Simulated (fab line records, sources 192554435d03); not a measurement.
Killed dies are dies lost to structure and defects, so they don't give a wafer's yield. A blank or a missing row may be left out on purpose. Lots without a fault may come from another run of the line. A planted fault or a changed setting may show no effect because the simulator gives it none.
Split-lot experiment | flow n5_finfet | 7 lots, 21 wafers read, on a route of 1938 steps

THE SPLIT
At N5_BEOL_M4_DESCUM_33 (chemistry O2, time 7 s), the setting time_s was moved away from the recipe's 7 s on 10 of the 21 wafers read, by -21.0% to +19.8%. The other wafers ran this setting at the recipe's value.

FROM THE SPLIT TO THE READING: what the file shows between them, 3 steps
- N5_BEOL_M4_ETCH_77: etches underlayer in N2/H2, target depth 6.5 nm, time 5.2 s
- N5_BEOL_M4_ETCH_69: etches SiARC in CF4, target depth 15.6 nm, time 26 s
- N5_BEOL_M4_ALD_98: deposits SiO2, target thk 2.5 nm, pulse time 1 s, co reactant pulse time 1 s

THE READING
CAR-EUV_of_BEOL_M4_COAT_22.thk_nm (the simulator's own value, which no gauge read), in nm, at N5_BEOL_M4_ETCHBACK_99 (etches SiO2 in CHF3, target depth 5 nm, time 10.4 s). The file gives no usual value for it. The 11 wafers here that ran the recipe average 10.4 nm, standard deviation 0.077 nm.

wafer  | tool, chamber at the split | time_s as run, s | against the recipe | CAR-EUV_of_BEOL_M4_COAT_22.thk_nm, nm | against lot-mates on the recipe
L075.3 | rie_diel-04, 0,2           | 7                | recipe             | 10.4                                  | -
L075.4 | rie_diel-04, 2             | 7                | recipe             | 10.4                                  | -
L075.5 | rie_diel-04, 0,2           | 7                | recipe             | 10.4                                  | -
L076.1 | rie_diel-04, 2,1,1         | 7                | recipe             | 10.4                                  | -
L076.4 | rie_diel-04, 2,1,1         | 7                | recipe             | 10.4                                  | -
L076.6 | rie_diel-04, 2,1,1         | 7                | recipe             | 10.4                                  | -
L077.2 | rie_diel-03, 3             | 7                | recipe             | 10.2                                  | -
L077.3 | rie_diel-03, 0             | 7                | recipe             | 10.4                                  | -
L077.6 | rie_diel-03, 2             | 5.532            | -21.0%             | 11                                    | +0.7
L078.1 | rie_diel-03, 3             | 8.387            | +19.8%             | 9.6                                   | -0.8
L078.3 | rie_diel-03, 1             | 7                | recipe             | 10.4                                  | -
L078.5 | rie_diel-03, 2             | 8.387            | +19.8%             | 9.8                                   | -0.6
L082.1 | rie_diel-04, 2,1           | 5.988            | -14.5%             | 11                                    | +0.6
L082.3 | rie_diel-04, 2,1           | 5.988            | -14.5%             | 11                                    | +0.6
L082.5 | rie_diel-04, 1             | 7                | recipe             | 10.4                                  | -
L089.2 | rie_diel-03, 0             | 6.331            | -9.6%              | 10.8                                  | +0.6
L089.6 | rie_diel-03, 0             | 6.331            | -9.6%              | 10.8                                  | +0.6
L089.4 | rie_diel-03, 3             | 7                | recipe             | 10.2                                  | -
L090.2 | rie_diel-03, 3             | 5.902            | -15.7%             | 11                                    | no lot-mate on the recipe
L090.5 | rie_diel-03, 0,1           | 5.902            | -15.7%             | 11.2                                  | no lot-mate on the recipe
L090.6 | rie_diel-03, 0,1           | 5.902            | -15.7%             | 11.2                                  | no lot-mate on the recipe
Where a row lists several chambers, the file gives one row for several wafers and doesn't say which wafer went through which chamber.

THE FIT
A straight line over all 21 wafers: CAR-EUV_of_BEOL_M4_COAT_22.thk_nm changes by -0.0389 nm for each +1% of time_s; r = -0.97; the points scatter about the line by 0.11 nm.
The same after taking each lot's own level away (the mean of its wafers on the recipe; 18 wafers): -0.0385 nm for each +1%; r = -0.97; scatter 0.098 nm.
On that fit, the largest move of time_s shifts the reading by 0.81 nm.
The lots' own levels span 10.20 to 10.40 nm, that is 2.6 times the standard deviation above.
So the lot-to-lot level changes the slope little: the two slopes agree.
Check: with one of the wafers moved furthest among these (-21.0%) left out of the fit, the line predicts +0.89 nm for it against its lot-mates. It came out at +0.7 nm against them.

OTHER SPLITS ON THESE WAFERS
These wafers also went through other splits before the reading. Each is held against what the fit with the lots' levels taken away leaves over:
other split on the same wafers   | wafers away from the commonest value | r with CAR-EUV_of_BEOL_M4_COAT_22.thk_nm (lot level and that fit taken away)
N5_BEOL_M0_SAQP_COAT_69 spin_rpm | 4                                    | -0.03
N5_BEOL_M1_EXPOSE_08 dose_mj     | 5                                    | -0.48
N5_BEOL_M1_ETCH_64 bias_w        | 8                                    | +0.36

THE WHOLE CHAIN: every reading that the file lists as answering this split, in the file's order
step                   | what it does                                                | reading                                                                            | change (the file's fit)                | r (the file's)
N5_BEOL_M4_DESCUM_33   | chemistry O2, time 7 s                                      | CAR-EUV_of_BEOL_M4_COAT_22.thk_nm (the simulator's own value, which no gauge read) | -0.0399 nm for each +1% of the setting | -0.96
N5_BEOL_M4_ETCH_77     | etches underlayer in N2/H2, target depth 6.5 nm, time 5.2 s | CAR-EUV_of_BEOL_M4_COAT_22.thk_nm (the simulator's own value, which no gauge read) | -0.0411 nm for each +1% of the setting | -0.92
N5_BEOL_M4_ETCHBACK_99 | etches SiO2 in CHF3, target depth 5 nm, time 10.4 s         | CAR-EUV_of_BEOL_M4_COAT_22.thk_nm (the simulator's own value, which no gauge read) | -0.0379 nm for each +1% of the setting | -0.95

THE FILE'S OWN FIT
CAR-EUV_of_BEOL_M4_COAT_22.thk_nm changes by -0.0379 nm for each +1% of time_s, r = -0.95.
